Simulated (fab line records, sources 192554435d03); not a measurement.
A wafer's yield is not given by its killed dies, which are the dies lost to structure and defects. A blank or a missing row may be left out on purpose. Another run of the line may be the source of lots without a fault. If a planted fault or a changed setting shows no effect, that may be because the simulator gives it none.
One fault seen from 3 desks	flow n5Finfet	numbers are kept per desk, each desk with only its own; the story behind them comes last

== METROLOGY DESK ==
What the gauges read for every lot (on any tool): the sampled wafers with a number, averaged. Marked OUT: a lot whose mean sits more than 4 standard deviations from the usual mean, which makes it out of limits; the brackets give that distance.
Columns: A = cdNm at N5_PASSIVATION_CD_MEAS_30, usual 4000.3 nm
lot	first seen here	A
L733	day 11 19:32	4000.4
L735	day 12 04:02	4000.4
L736	day 13 05:29	4001.2
L737	day 13 22:53	3999.2
L740	day 14 10:17	4002.2
L742	day 14 20:54	3999.2
L744	day 16 05:04	3940.0 (-46) OUT
L747	day 16 08:12	3939.0 (-47) OUT
L748	day 16 09:27	4000.1
L752	day 17 11:13	3999.2
L756	day 19 10:05	4001.1
This desk finds L744, L747 out of limits, L744 being first, at day 16 05:04 (cdNm at N5_PASSIVATION_CD_MEAS_30). In limits: L733, L735, L736, L737, L740, L742, L748, L752, L756.

== AT THE TOOL OWNER'S DESK: krfScanner-02 ==
The tool's own readings at N5_PASSIVATION_EXPOSE_27 (exposes mask PAD, defocus 0 nm): means of the sampled wafers that have a number, for each lot that ran on this tool. Marked OUT: a lot whose mean sits more than 4 standard deviations from the usual mean, which makes it out of limits; the brackets give that distance.
Columns: A = exposureDoseMJCm2 at N5_PASSIVATION_EXPOSE_27, usual 32.300
lot	first seen here	A
L733	day 11 19:22	32.287
L735	day 12 03:52	32.323
L736	day 13 05:19	32.293
L737	day 13 22:43	32.282
L744	day 16 04:54	22.853 (-99 or more) OUT
L747	day 16 08:01	22.889 (-99 or more) OUT
This desk finds L744, L747 out of limits, L744 being first, at day 16 04:54 (exposureDoseMJCm2 at N5_PASSIVATION_EXPOSE_27). In limits: L733, L735, L736, L737.

== THE DEFECT DESK ==
Inspection counts along the route, by lot: the mean over sampled wafers that carry a number. Marked OUT: a lot whose mean sits more than 4 standard deviations from the usual mean, which makes it out of limits; the brackets give that distance.
Columns: A = rawDefectCount at N5_PASSIVATION_INSPECT_64, usual 2.0; B = rawDefectCount at N5_PASSIVATION_INSPECT_67, usual 2.0
lot	first seen here	A	B
L733	day 11 19:35	1.3	1.3
L735	day 12 04:05	3.7	2.7
L736	day 13 05:32	1.3	2.3
L737	day 13 22:56	1.7	2.0
L740	day 14 10:21	2.7	0.7
L742	day 14 20:57	1.3	3.0
L744	day 16 05:08	1.7	2.3
L747	day 16 08:15	2.0	1.7
L748	day 16 09:31	2.0	3.0
L752	day 17 11:16	1.7	1.7
L756	day 19 10:08	2.0	3.0
This desk found nothing out of limits on any of the 11 lots.

== ALL TOGETHER ==
At day 16 04:54, on L744, L747, the tool owner's desk was in a position to raise an alarm.
Metrology desk: alarm possible at day 16 05:04 on L744, L747.
No out-of-limits result turned up at the defect desk.
The defect desk has L744, L747 on record, within its limits.
N5_PASSIVATION_EXPOSE_27 was run on krfScanner-02 by each of the lots named.

== WHAT WAS PUT IN BY THE SIMULATOR ==
Process parameter drift: krfScanner-02, from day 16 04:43 on, at N5_PASSIVATION_EXPOSE_27. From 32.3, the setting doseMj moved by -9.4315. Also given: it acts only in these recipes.
Shown lots that were struck: L744, L747.
Time in hours from fault onset to the first out-of-limits reading at each desk: tool owner's desk 0, metrology desk 0.
